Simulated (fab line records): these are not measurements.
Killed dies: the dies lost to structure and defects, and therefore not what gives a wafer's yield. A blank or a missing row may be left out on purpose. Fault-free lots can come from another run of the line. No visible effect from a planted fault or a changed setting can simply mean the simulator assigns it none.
Matching of chambers | flow nand harc | 4 sister chambers for NHARC_A_CONTACT_ETCH_106 on rie diel-04
The step etches the open film in CF4/O2, target depth 90 nm, overetch 9 nm, time 49.5 s. 8 wafers are shown with their chamber, then 9 later ones without.

== WAFERS PAIRED WITH THEIR CHAMBERS ==
wafer  | chamber | showerhead plenum p Torr (Torr) | drypump motor current A (A)
L441.2 | 0       | 1.29                            | 5.8
L443.5 | 2       | 1.28                            | 6.3
L444.4 | 1       | 1.44                            | 6.6
L444.5 | 1       | 1.44                            | 6.6
L444.6 | 2       | 1.28                            | 6.4
L450.4 | 3       | 1.34                            | 6.4
L450.5 | 3       | 1.34                            | 6.4
L450.6 | 0       | 1.28                            | 5.8

== WAFERS WITHOUT THEIR CHAMBER ==
wafer  | showerhead plenum p Torr (Torr) | drypump motor current A (A)
L449.1 | 1.34                            | 6.4
L449.3 | 1.43                            | 6.6
L449.4 | 1.28                            | 5.8
L452.1 | 1.34                            | 6.4
L452.2 | 1.28                            | 6.3
L452.4 | 1.43                            | 6.6
L454.2 | 1.28                            | 5.8
L454.3 | 1.34                            | 6.5
L454.6 | 1.43                            | 6.6

== THE CHAMBER EACH PASSED THROUGH ==
wafer  | from the rows above | in truth
L449.1 | 3                   | 3
L449.3 | 1                   | 1
L449.4 | 0                   | 0
L452.1 | 3                   | 3
L452.2 | 2                   | 2
L452.4 | 1                   | 1
L454.2 | 0                   | 0
L454.3 | 3                   | 3
L454.6 | 1                   | 1
9 of 9 placed correctly. From these rows, 0 cannot be placed. 0 placed wrongly.
How it was worked out, from the rows above alone: a wafer's distance from a chamber is the root of the sum, over the readings, of the square of ((its reading less the chamber's mean) divided by the reading's scatter). The wafer belongs to the nearest chamber; if the next one is less than 2 further off, it can't be placed. Each chamber's mean is taken over the wafers shown for it. The scatter: take each reading less its chamber's mean, square it, sum over the shown wafers, divide by the number of wafers less the number of chambers, and take the root.
